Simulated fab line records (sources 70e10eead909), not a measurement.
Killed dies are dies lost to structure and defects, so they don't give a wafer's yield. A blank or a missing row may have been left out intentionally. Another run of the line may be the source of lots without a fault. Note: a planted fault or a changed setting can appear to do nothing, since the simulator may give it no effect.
Chamber matching / flow nand_harc / NHARC_A_CONTACT_ETCH_92 on rie_diel-09 has 4 sister chambers
The step etches the open film in CH3F/O2, target depth 40 nm, time 85.7 s. 22 wafers are shown with their chamber, then 11 later ones without.

## WAFERS, EACH WITH ITS CHAMBER
wafer=L074.1; chamber=1; showerhead_plenum_p_Torr (Torr)=2.58; drypump_motor_current_A (A)=6.2; rf_vpp_V (V)=247.0
wafer=L074.4; chamber=2; showerhead_plenum_p_Torr (Torr)=2.62; drypump_motor_current_A (A)=5.9; rf_vpp_V (V)=246.6
wafer=L074.5; chamber=1; showerhead_plenum_p_Torr (Torr)=2.58; drypump_motor_current_A (A)=6.2; rf_vpp_V (V)=245.5
wafer=L076.2; chamber=0; showerhead_plenum_p_Torr (Torr)=2.40; drypump_motor_current_A (A)=5.5; rf_vpp_V (V)=242.8
wafer=L076.4; chamber=3; showerhead_plenum_p_Torr (Torr)=2.55; drypump_motor_current_A (A)=5.1; rf_vpp_V (V)=245.1
wafer=L076.6; chamber=1; showerhead_plenum_p_Torr (Torr)=2.58; drypump_motor_current_A (A)=6.2; rf_vpp_V (V)=245.3
wafer=L078.1; chamber=1; showerhead_plenum_p_Torr (Torr)=2.58; drypump_motor_current_A (A)=6.2; rf_vpp_V (V)=245.1
wafer=L078.3; chamber=3; showerhead_plenum_p_Torr (Torr)=2.55; drypump_motor_current_A (A)=5.1; rf_vpp_V (V)=244.6
wafer=L078.4; chamber=0; showerhead_plenum_p_Torr (Torr)=2.40; drypump_motor_current_A (A)=5.5; rf_vpp_V (V)=243.5
wafer=L084.1; chamber=0; showerhead_plenum_p_Torr (Torr)=2.40; drypump_motor_current_A (A)=5.5; rf_vpp_V (V)=244.1
wafer=L084.2; chamber=2; showerhead_plenum_p_Torr (Torr)=2.61; drypump_motor_current_A (A)=5.8; rf_vpp_V (V)=245.4
wafer=L084.6; chamber=1; showerhead_plenum_p_Torr (Torr)=2.58; drypump_motor_current_A (A)=6.2; rf_vpp_V (V)=246.0
wafer=L083.1; chamber=0; showerhead_plenum_p_Torr (Torr)=2.39; drypump_motor_current_A (A)=5.5; rf_vpp_V (V)=243.1
wafer=L083.2; chamber=2; showerhead_plenum_p_Torr (Torr)=2.61; drypump_motor_current_A (A)=5.9; rf_vpp_V (V)=247.9
wafer=L083.3; chamber=3; showerhead_plenum_p_Torr (Torr)=2.54; drypump_motor_current_A (A)=5.2; rf_vpp_V (V)=245.4
wafer=L087.3; chamber=0; showerhead_plenum_p_Torr (Torr)=2.39; drypump_motor_current_A (A)=5.5; rf_vpp_V (V)=243.4
wafer=L087.4; chamber=2; showerhead_plenum_p_Torr (Torr)=2.61; drypump_motor_current_A (A)=5.9; rf_vpp_V (V)=247.1
wafer=L087.5; chamber=3; showerhead_plenum_p_Torr (Torr)=2.54; drypump_motor_current_A (A)=5.1; rf_vpp_V (V)=244.9
wafer=L086.1; chamber=3; showerhead_plenum_p_Torr (Torr)=2.54; drypump_motor_current_A (A)=5.1; rf_vpp_V (V)=244.7
wafer=L086.4; chamber=1; showerhead_plenum_p_Torr (Torr)=2.58; drypump_motor_current_A (A)=6.2; rf_vpp_V (V)=245.6
wafer=L086.6; chamber=1; showerhead_plenum_p_Torr (Torr)=2.58; drypump_motor_current_A (A)=6.2; rf_vpp_V (V)=244.8
wafer=L091.1; chamber=1; showerhead_plenum_p_Torr (Torr)=2.58; drypump_motor_current_A (A)=6.2; rf_vpp_V (V)=246.9

SIGNATURES (averages over the wafers above)
reading=showerhead_plenum_p_Torr; chamber 0=2.3960; chamber 1=2.5800; chamber 2=2.6125; chamber 3=2.5440; scatter within a chamber=0.00418
reading=drypump_motor_current_A; chamber 0=5.500; chamber 1=6.200; chamber 2=5.875; chamber 3=5.120; scatter within a chamber=0.0293
reading=rf_vpp_V; chamber 0=243.380; chamber 1=245.775; chamber 2=246.750; chamber 3=244.940; scatter within a chamber=0.715
Rule: a wafer's distance from a chamber is the root of the sum, over the readings, of the square of ((its reading less the chamber's mean) divided by the reading's scatter). The wafer belongs to the nearest chamber; if the next one is less than 2 further off, it can't be placed. How the scatter is found: for the shown wafers, subtract from each reading the mean of its chamber, square and add these, divide the total by (wafers less chambers), then take the root.

## WAFERS WITH NO CHAMBER GIVEN
wafer=L091.3; showerhead_plenum_p_Torr (Torr)=2.61; drypump_motor_current_A (A)=5.9; rf_vpp_V (V)=246.3
wafer=L091.4; showerhead_plenum_p_Torr (Torr)=2.39; drypump_motor_current_A (A)=5.5; rf_vpp_V (V)=243.7
wafer=L092.1; showerhead_plenum_p_Torr (Torr)=2.61; drypump_motor_current_A (A)=5.9; rf_vpp_V (V)=246.8
wafer=L092.3; showerhead_plenum_p_Torr (Torr)=2.54; drypump_motor_current_A (A)=5.1; rf_vpp_V (V)=244.1
wafer=L092.6; showerhead_plenum_p_Torr (Torr)=2.54; drypump_motor_current_A (A)=5.2; rf_vpp_V (V)=245.6
wafer=L094.1; showerhead_plenum_p_Torr (Torr)=2.54; drypump_motor_current_A (A)=5.2; rf_vpp_V (V)=245.3
wafer=L094.3; showerhead_plenum_p_Torr (Torr)=2.57; drypump_motor_current_A (A)=6.2; rf_vpp_V (V)=246.6
wafer=L094.5; showerhead_plenum_p_Torr (Torr)=2.57; drypump_motor_current_A (A)=6.2; rf_vpp_V (V)=248.0
wafer=L097.2; showerhead_plenum_p_Torr (Torr)=2.39; drypump_motor_current_A (A)=5.5; rf_vpp_V (V)=243.9
wafer=L097.3; showerhead_plenum_p_Torr (Torr)=2.54; drypump_motor_current_A (A)=5.2; rf_vpp_V (V)=245.8
wafer=L097.5; showerhead_plenum_p_Torr (Torr)=2.39; drypump_motor_current_A (A)=5.5; rf_vpp_V (V)=245.3

## EACH ONE'S CHAMBER
wafer=L091.3; from the rows above=2; in truth=2
wafer=L091.4; from the rows above=0; in truth=0
wafer=L092.1; from the rows above=2; in truth=2
wafer=L092.3; from the rows above=3; in truth=3
wafer=L092.6; from the rows above=3; in truth=3
wafer=L094.1; from the rows above=3; in truth=3
wafer=L094.3; from the rows above=1; in truth=1
wafer=L094.5; from the rows above=1; in truth=1
wafer=L097.2; from the rows above=0; in truth=0
wafer=L097.3; from the rows above=3; in truth=3
wafer=L097.5; from the rows above=0; in truth=0
11 of 11 placed correctly. Can't be placed from these rows: 0. 0 placed wrongly.
